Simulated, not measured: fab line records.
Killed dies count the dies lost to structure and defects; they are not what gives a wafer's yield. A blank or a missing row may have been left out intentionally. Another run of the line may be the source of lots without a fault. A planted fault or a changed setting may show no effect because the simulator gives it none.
Split-lot trial -- flow n5Finfet -- route with 1938 steps; 7 lots, 21 wafers read

THE SPLIT ITSELF
At N5_BEOL_M6_ILD_DEP_00 (deposits SiCOH lowk from DEMS/porogen, target thk 179.75 nm, time 33.4 s), the setting timeS was moved away from the recipe's 33.4 s on 7 of the 21 wafers read, by -13.9% to +10.4%. For the rest of the wafers, this setting stayed at what the recipe calls for.

FROM THE SPLIT TO THE READING: what the file shows between them, 1 step
- N5_BEOL_M6_CURE_74: cures SiCOH lowk, time 240 s

THE READING
M6_ILD_THK at N5_BEOL_M6_THK_MEAS_01, in nm. Typical for fault-free wafers on this fab line: 155.2 nm, with standard deviation 2.4 nm.

wafer,"tool, chamber at the split","timeS as run, s",against the recipe,"M6_ILD_THK, nm",against lot-mates on the recipe
L074.2,"pecvd-02, 0",35.23,+5.5%,163.9,no lot-mate on the recipe
L074.3,"pecvd-02, 2",35.23,+5.5%,161.6,no lot-mate on the recipe
L074.4,"pecvd-02, 0",35.23,+5.5%,166.4,no lot-mate on the recipe
L078.2,"pecvd-02, 2",33.4,recipe,152.9,-
L078.3,"pecvd-02, 2",33.4,recipe,155.2,-
L078.5,"pecvd-02, 1",33.4,recipe,156.0,-
L081.1,"pecvd-04, 2",33.4,recipe,155.3,-
L081.3,"pecvd-04, 1",33.4,recipe,154.2,-
L081.4,"pecvd-04, 1",36.88,+10.4%,172.2,+17.4
L084.1,"pecvd-04, 0",28.75,-13.9%,135.4,-23.6
L084.2,"pecvd-04, 1",28.75,-13.9%,134.3,-24.7
L084.6,"pecvd-04, 2",33.4,recipe,159.0,-
L089.2,"pecvd-01, 0",34.75,+4.0%,160.9,+2.7
L089.4,"pecvd-01, 1",33.4,recipe,158.6,-
L089.6,"pecvd-01, 2",33.4,recipe,157.9,-
L091.2,"pecvd-02, 1",33.4,recipe,153.1,-
L091.3,"pecvd-02, 0",33.4,recipe,149.5,-
L091.5,"pecvd-02, 2",33.4,recipe,153.8,-
L097.1,"pecvd-04, 0",33.4,recipe,157.1,-
L097.4,"pecvd-04, 2",33.4,recipe,158.9,-
L097.5,"pecvd-04, 0",33.4,recipe,161.1,-

FIT RESULTS
A straight line over all 21 wafers: M6_ILD_THK changes by +1.51 nm for each +1% of timeS; r = +0.95; the points scatter about the line by 2.7 nm.
The same after taking each lot's own level away (the mean of its wafers on the recipe; 18 wafers): +1.68 nm for each +1%; r = +0.99; scatter 1.6 nm.
On that fit, the largest move of timeS shifts the reading by 23 nm.
From 152.13 to 159.03 nm: that is the span of the lots' own levels, equal to 2.9 times the standard deviation above.
In other words, the slope is changed by the lot-to-lot level; the two fits disagree.
Check: -23.8 nm against its lot-mates is what the line predicts for one of the wafers moved furthest among these (-13.9%) when that wafer is left out of the fit. It came out at -23.6 nm against them.

OTHER SPLITS APPLIED TO THESE WAFERS
These wafers also went through other splits before the reading. Each is held against what the fit with the lots' levels taken away leaves over:
other split on the same wafers,wafers away from the commonest value,r with M6_ILD_THK (lot level and that fit taken away)
N5_BEOL_M3_PECVD_72 tempC,8,-0.05
N5_BEOL_M3_EXPOSE_08 doseMj,7,+0.18
N5_BEOL_M4_COAT_62 spinRpm,6,+0.10
N5_BEOL_M4_DESCUM_33 timeS,8,-0.10
N5_BEOL_M4_TRENCH_ETCH_37 sourceW,7,-0.31
N5_BEOL_M5_PECVD_70 tempC,6,-0.02

THE WHOLE CHAIN: every reading that the file lists as answering this split, in the file's order
step,what it does,reading,change (the file's fit),r (the file's)
N5_BEOL_M6_ILD_DEP_00,"deposits SiCOH lowk from DEMS/porogen, target thk 179.75 nm, time 33.4 s","SiCOH_lowk_of_BEOL_M6_ILD_DEP_00.thkNm (the simulator's own value, which no gauge read)",+1.9 nm for each +1% of the setting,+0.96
N5_BEOL_M6_CURE_74,"cures SiCOH lowk, time 240 s","SiCOH_lowk_of_BEOL_M6_ILD_DEP_00.thkNm (the simulator's own value, which no gauge read)",+1.66 nm for each +1% of the setting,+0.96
N5_BEOL_M6_THK_MEAS_01,,M6_ILD_THK,+1.66 for each +1% of the setting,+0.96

FILE'S OWN FIT
M6_ILD_THK changes by +1.66 nm for each +1% of timeS, r = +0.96.
